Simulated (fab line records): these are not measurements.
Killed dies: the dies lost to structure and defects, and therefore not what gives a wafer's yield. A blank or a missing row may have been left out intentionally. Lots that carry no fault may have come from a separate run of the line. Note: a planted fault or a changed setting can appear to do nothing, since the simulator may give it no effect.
A lot that was struck, set against a sound lot | flow nandHarc | 24 steps out of a route of 1302
Sound: these wafers, L255.3, L255.4, L255.5. Struck: wafers L264.1, L264.2, L264.3. Last of all comes the cause.
Order at every step that has rows: each side's tool, ch and its chambers, its first start. Under that, the readings that differ: sound wafers | struck wafers | difference of the means | sigmas: that difference in standard deviations of wafers without a fault.
alike: readings whose means differ by less than 2 such deviations, and words and numbers that are the same on both sides. not compared: withheld readings, readings that some wafer has no value for, bounds like >300 that may hide the same value, and numbers for which the record gives no deviation and whose values overlap.
Wherever a step has rows on one side only, a row that says differs or no value, or a row with sigmas, the two part there. Non-overlapping numbers with no deviation appear without sigmas and do not part them. Lack of a reading on every wafer of one side parts them only where that side has two or more wafers.

NHARC_P_M1_INSPECT_27:
  sound on defectInspect-01, day 6 12:13; struck on defectInspect-02, day 10 13:10
  alike: rawDefectCount
NHARC_P_M1_PRE_CLEAN_32: time 12 s.
  sound on pecvd-02 ch 0,1, day 6 12:17; struck on pecvd-04 ch 0,1,2, day 10 13:14
  alike: heaterPowerW
NHARC_P_M1_DEP_33: deposits SiCN, target thk 30 nm.
  sound on pecvd-02 ch 0,1, day 6 12:22; struck on pecvd-04 ch 0,1,2, day 10 13:19
  alike: chamberPressureTorr, heaterPowerW
then, 8 steps without rows for these wafers: NHARC_P_M2_DEP_00 (deposits SiOC, target thk 182.5 nm); NHARC_P_M2_DEHYDRATE_01 (time 120 s); NHARC_P_M2_HMDS_02 (time 30 s); NHARC_P_M2_COAT_34 (time 65 s); NHARC_P_M2_COAT_03 (resist thk 90 nm); NHARC_P_M2_SOFTBAKE_04 (time 55 s); NHARC_P_M2_EBR_05; NHARC_P_M2_EXPOSE_06 (exposes mask P M2, target cd 170 nm).
NHARC_P_M2_PEB_07: peb time 65 s.
  sound on lithoTrack-01 ch 0, day 6 13:31; struck on lithoTrack-06 ch 0, day 10 14:21
reading               | sound              | struck            | difference | sigmas
heaterPowerTotalW (W) | 156.0 157.1 156.0  | 130.0 129.0 129.2 | -27.0      | -64
plateTempC (C)        | 100.15 99.80 99.87 | 87.21 87.29 87.13 | -12.73     | -98
then, 1 step without rows for these wafers: NHARC_P_M2_DEVELOP_08 (develop time 35 s).
NHARC_P_M2_CD_MEAS_09 targets a cd of 170 nm.
  sound on cdSem-03 ch 0, day 6 13:36; struck on cdSem-01 ch 0, day 10 14:26
reading   | sound             | struck            | difference | sigmas
cdNm (nm) | 172.4 170.9 170.6 | 106.0 106.2 105.5 | -65.4      | -86
NHARC_P_M2_OVL_MEAS_10: pitch 340 nm.
  sound on overlay-01, day 6 13:41; struck on overlay-02, day 10 14:31
  alike: overlayXNm, overlayYNm
NHARC_P_M2_INSPECT_11:
  sound on defectInspect-01, day 6 13:43; struck on defectInspect-02, day 10 14:33
  alike: rawDefectCount
NHARC_P_M2_DESCUM_14: chemistry O2, time 3 s.
  sound on rieDiel-05 ch 1,2, day 6 13:47; struck on rieDiel-04 ch 0,1,3, day 10 14:37
reading                      | sound           | struck          | difference | sigmas
showerheadPlenumPTorr (Torr) | 2.04 2.04 2.04  | 1.83 1.89 1.89  | -0.17      | -3
model.P_M2.cdNm (nm)         | 172.2 171 170.7 | 106.8 107 105.1 | -65.0      | 
  alike: drypumpMotorCurrentA, oesProductAu, rfVppV, throttleValvePct
  not compared: rfHoursCounterH
NHARC_P_M2_ETCH_35: etches the open film in N2/H2, target depth 40 nm, overetch 12 nm, time 43.94 s.
  sound on rieDiel-05 ch 0,3, day 6 13:52; struck on rieDiel-04 ch 0,1,2, day 10 14:42
  alike: drypumpMotorCurrentA, oesProductAu, rfVppV, showerheadPlenumPTorr, throttleValvePct
  not compared: rfHoursCounterH
NHARC_P_M2_ETCH_15: etches the open film in C4F8/Ar, target depth 182.5 nm, time 91.2 s.
  sound on rieDiel-05 ch 1,2,3; struck on rieDiel-04 ch 0,1,3
  alike: oesProductAu, rfVppV
  not compared: rfHoursCounterH
NHARC_P_M2_CD_MEAS_16:
  sound on cdSem-01, day 6 14:06; struck on cdSem-01, day 10 14:55
reading   | sound             | struck            | difference | sigmas
cdNm (nm) | 172.6 171.4 170.7 | 107.1 106.7 105.0 | -65.3      | -65
NHARC_P_M2_STRIP_18: strips in N2/H2.
  sound on rieDiel-05 ch 1,2, day 6 14:10; struck on rieDiel-06 ch 0,1,2, day 10 14:59
  alike: drypumpMotorCurrentA, oesProductAu, powerW, rfVppV, showerheadPlenumPTorr, throttleValvePct
  not compared: rfHoursCounterH
NHARC_P_M2_ETCH_28: etches the open film in CF4/N2, target depth 30 nm, time 72.99 s.
  sound on rieDiel-05 ch 0,1; struck on rieDiel-06 ch 0,1,2
reading              | sound             | struck            | difference | sigmas
model.P_M2.cdNm (nm) | 172.4 170.7 170.7 | 106.3 106.2 105.5 | -65.3      | 
  alike: drypumpMotorCurrentA, oesProductAu, rfVppV, showerheadPlenumPTorr, throttleValvePct
  not compared: rfHoursCounterH
then, 1 step without rows for these wafers: NHARC_P_M2_STRIP_19 (strips in post etch residue remover, time 600 s).
-- the record jumps here: 18 days lie between the struck wafers' starts before and after (it left off in module P_M2 and takes up again in module END, whose first step shown is number 1302 of the route) --
NHARC_END_SORT_01:
  at this point the record logs the struck wafers (prober-01 ch 0, day 28 17:29) and has no rows for the sound ones

## WHERE THEY PART
At NHARC_P_M2_PEB_07 first; at NHARC_END_SORT_01 last (within this record only).

WHY: the cause the simulator had injected
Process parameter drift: lithoTrack-06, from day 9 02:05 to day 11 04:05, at NHARC_P_M2_PEB_07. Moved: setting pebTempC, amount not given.
